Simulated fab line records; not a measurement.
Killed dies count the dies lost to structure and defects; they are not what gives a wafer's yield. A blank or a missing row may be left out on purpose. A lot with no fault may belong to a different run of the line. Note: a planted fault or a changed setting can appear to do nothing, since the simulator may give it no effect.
The tool behind it: which one? ; flow nand harc ; 72 wafers from 24 lots sampled at 4 of the route's 1159 steps

WHAT EACH GAUGE READ, for each wafer
NHARC_P_M0_THK_MEAS_24: measures by xrf. Usual: thk nm 117.1 nm, standard deviation 1.5.
lot;measured;on;thk nm (nm);flag
L074;day 5 22:45;film metro-01;114.4 116.0 115.5;
L075;day 6 12:32;film metro-01;117.7 118.4 116.7;
L077;day 6 14:32;film metro-02;117.6 116.7 117.3;
L076;day 6 14:44;film metro-01;116.5 115.6 116.8;
L078;day 7 00:20;film metro-02;116.8 117.4 115.9;
L079;day 7 12:52;film metro-01;117.1 117.6 113.3;
L080;day 7 18:04;film metro-01;116.4 117.4 118.4;
L081;day 7 18:23;film metro-02;119.9 116.8 116.6;
L082;day 7 22:52;film metro-02;117.6 116.7 117.0;
L084;day 8 04:03;film metro-01;113.0 117.5 118.7;
L083;day 8 07:56;film metro-01;117.6 118.4 117.9;
L086;day 9 05:14;film metro-02;120.5 115.1 116.0;
L087;day 9 06:14;film metro-02;117.0 116.4 118.0;
L085;day 9 06:32;film metro-01;114.8 118.3 113.8;
L088;day 9 15:59;film metro-02;116.8 117.8 118.2;
L089;day 9 22:05;film metro-02;116.3 118.0 116.7;
L091;day 10 03:26;film metro-01;114.1 115.5 114.6;
L090;day 10 04:46;film metro-01;116.2 117.6 115.9;
L092;day 10 10:03;film metro-02;117.8 118.9 118.2;
L094;day 10 15:29;film metro-01;118.2 117.2 117.3;
L093;day 10 17:10;film metro-02;118.6 116.6 116.2;
L095;day 11 03:35;film metro-02;117.7 119.3 118.9;
L097;day 11 17:36;film metro-01;115.1 119.0 117.8;
L096;day 11 18:23;film metro-01;115.9 116.0 115.7;

NHARC_P_M1_OVL_MEAS_10: pitch 260 nm. Usual: overlay x nm -0.1 nm, standard deviation 0.81; overlay y nm 0.0 nm, standard deviation 0.82.
lot;measured;on;overlay x nm (nm);overlay y nm (nm);flag
L074;day 6 00:22;overlay-01;1.1 0.3 0.6;-1.1 -1.1 -1.0;
L075;day 6 14:10;overlay-01;0.8 0.8 0.2;-0.8 -0.4 -0.4;
L077;day 6 16:10;overlay-01;0.9 1.2 0.1;-0.4 -0.6 -0.5;
L076;day 6 16:22;overlay-02;0.1 0.0 0.4;0.7 0.5 0.2;
L078;day 7 02:06;overlay-01;0.8 -0.1 0.2;0.6 0.5 -0.1;
L079;day 7 14:38;overlay-01;-1.4 -1.8 -1.7;0.4 0.8 -0.2;
L080;day 7 19:41;overlay-02;0.4 0.6 0.4;0.2 -0.2 -0.3;
L081;day 7 20:02;overlay-02;-0.6 -0.4 0.3;2.2 1.8 1.8;
L082;day 8 00:31;overlay-01;1.7 1.4 0.8;-0.7 -0.4 -0.8;
L084;day 8 05:41;overlay-01;-0.2 -0.1 0.0;0.1 -0.1 -0.1;
L083;day 8 09:35;overlay-01;0.3 0.2 0.2;-0.1 0.4 -0.3;
L086;day 9 06:49;overlay-01;-0.5 -0.1 -0.1;0.3 0.5 0.3;
L087;day 9 07:57;overlay-02;-1.0 -0.4 -1.3;-0.7 -0.2 0.2;
L085;day 9 08:02;overlay-02;-1.0 -0.7 -0.7;0.2 0.1 0.5;
L088;day 9 17:36;overlay-02;-1.5 -0.7 -0.9;0.9 1.0 0.8;
L089;day 9 23:35;overlay-02;0.5 1.0 0.3;1.3 1.3 1.1;
L091;day 10 05:13;overlay-01;-0.1 -0.5 0.1;-0.5 -0.8 -0.8;
L090;day 10 06:49;overlay-01;-1.6 -0.9 -1.3;-0.9 -0.6 -1.3;
L092;day 10 11:41;overlay-02;0.9 1.0 0.7;-1.4 -1.0 -0.7;
L094;day 10 17:07;overlay-02;-0.2 0.0 0.1;0.2 -0.7 0.4;
L093;day 10 18:52;overlay-01;-1.0 -1.2 -1.5;-0.8 -1.1 -1.1;
L095;day 11 05:14;overlay-02;0.0 -0.1 -0.4;1.2 1.1 1.4;
L097;day 11 19:24;overlay-02;-0.5 -0.4 -0.9;-0.7 -0.7 -0.7;
L096;day 11 20:01;overlay-01;-0.8 -0.6 -0.8;0.7 0.4 0.2;

WHAT TOOL EACH LOT RAN ON (gives the tool, then ch and the chambers of the sampled wafers, and finally the start)
lot;NHARC_P_CONTACT_PVD_32;NHARC_P_M0_PRE_CLEAN_31
L074;pvd sputter-02, day 5 22:45 or earlier;pecvd-01 ch 1,2, day 5 22:59
L075;pvd sputter-03, day 6 12:32 or earlier;pecvd-03 ch 0,2, day 6 12:45
L077;pvd sputter-02, day 6 14:32 or earlier;pecvd-02 ch 0,2, day 6 14:46
L076;pvd sputter-01, day 6 14:44 or earlier;pecvd-01 ch 0,2, day 6 14:57
L078;pvd sputter-02, day 7 00:20 or earlier;pecvd-01 ch 0,1, day 7 00:39
L079;pvd sputter-03, day 7 12:52 or earlier;pecvd-03 ch 0,1,2, day 7 13:06
L080;pvd sputter-03, day 7 18:04 or earlier;pecvd-03 ch 0,1,2, day 7 18:20
L081;pvd sputter-03, day 7 18:23 or earlier;pecvd-03 ch 0,1, day 7 18:38
L082;pvd sputter-02, day 7 22:52 or earlier;pecvd-03 ch 0,1,2, day 7 23:07
L084;pvd sputter-03, day 8 04:03 or earlier;pecvd-01 ch 0,1,2, day 8 04:18
L083;pvd sputter-03, day 8 07:56 or earlier;pecvd-01 ch 0,1, day 8 08:10
L086;pvd sputter-02, day 9 05:14 or earlier;pecvd-03 ch 0,1,2, day 9 05:34
L087;pvd sputter-01, day 9 06:14 or earlier;pecvd-03 ch 0,1,2, day 9 06:43
L085;pvd sputter-02, day 9 06:32 or earlier;pecvd-02 ch 1,2, day 9 06:46
L088;pvd sputter-03, day 9 15:59 or earlier;pecvd-02 ch 0,1, day 9 16:13
L089;pvd sputter-01, day 9 22:05 or earlier;pecvd-02 ch 0,1,2, day 9 22:19
L091;pvd sputter-02, day 10 03:26 or earlier;pecvd-02 ch 0,1,2, day 10 03:43
L090;pvd sputter-01, day 10 04:46 or earlier;pecvd-03 ch 0,2, day 10 05:03
L092;pvd sputter-03, day 10 10:03 or earlier;pecvd-03 ch 0,1,2, day 10 10:16
L094;pvd sputter-01, day 10 15:29 or earlier;pecvd-03 ch 0,1,2, day 10 15:44
L093;pvd sputter-02, day 10 17:10 or earlier;pecvd-01 ch 0,1, day 10 17:27
L095;pvd sputter-01, day 11 03:35 or earlier;pecvd-03 ch 0,2, day 11 03:50
L097;pvd sputter-02, day 11 17:36 or earlier;pecvd-01 ch 0,1,2, day 11 17:50
L096;pvd sputter-02, day 11 18:23 or earlier;pecvd-01 ch 0,1, day 11 18:36
- NHARC_P_CONTACT_PVD_32: deposits Ti, target thk 5 nm, time 17.7 s.
- NHARC_P_M0_PRE_CLEAN_31: time 12 s.

WHAT THE TOOLS THEMSELVES READ (means of the sampled wafers that have a number; where no wafer has one, the mark that the record gives instead)
NHARC_P_CONTACT_PVD_32. Usual: throttle valve pct 30.3 %, standard deviation 1.1.
lot;tool;throttle valve pct (%);flag
L074;pvd sputter-02;30.2;
L075;pvd sputter-03;30.9;
L077;pvd sputter-02;29.9;
L076;pvd sputter-01;29.8;
L078;pvd sputter-02;30.7;
L079;pvd sputter-03;31.8;
L080;pvd sputter-03;30.8;
L081;pvd sputter-03;32.0;
L082;pvd sputter-02;29.9;
L084;pvd sputter-03;30.7;
L083;pvd sputter-03;30.9;
L086;pvd sputter-02;30.4;
L087;pvd sputter-01;29.9;
L085;pvd sputter-02;29.2;
L088;pvd sputter-03;30.5;
L089;pvd sputter-01;29.3;
L091;pvd sputter-02;29.7;
L090;pvd sputter-01;29.8;
L092;pvd sputter-03;29.7;
L094;pvd sputter-01;29.5;
L093;pvd sputter-02;30.1;
L095;pvd sputter-01;29.9;
L097;pvd sputter-02;30.2;
L096;pvd sputter-02;30.3;

NHARC_P_M0_PRE_CLEAN_31. Usual: heater power w 663 W, standard deviation 62.
lot;tool;heater power w (W);flag
L074;pecvd-01;665;
L075;pecvd-03;737;
L077;pecvd-02;629;
L076;pecvd-01;613;
L078;pecvd-01;635;
L079;pecvd-03;675;
L080;pecvd-03;676;
L081;pecvd-03;720;
L082;pecvd-03;629;
L084;pecvd-01;610;
L083;pecvd-01;595;
L086;pecvd-03;704;
L087;pecvd-03;714;
L085;pecvd-02;671;
L088;pecvd-02;598;
L089;pecvd-02;658;
L091;pecvd-02;658;
L090;pecvd-03;729;
L092;pecvd-03;686;
L094;pecvd-03;730;
L093;pecvd-01;629;
L095;pecvd-03;686;
L097;pecvd-01;648;
L096;pecvd-01;646;

THE ANSWER, worked out from the rows above alone
Rule: take the mean of a lot's wafers that have a number; if it is more than 3 standard deviations from the usual mean, the lot is off. Also off: a lot with no number at a reading for which 4 or more lots have one. Any other lot the step has rows for is counted as sound. Order of review: gauges by route order, followed by the tools' own readings, for which a lot's mean as printed above is used. At the first step where some lot is off, the reading lying furthest off is the one used; lots without a number count as furthest.
Across all readings shown, no lot is off: no conclusion can be drawn from this.

WHAT THE SIMULATOR HAD INSERTED
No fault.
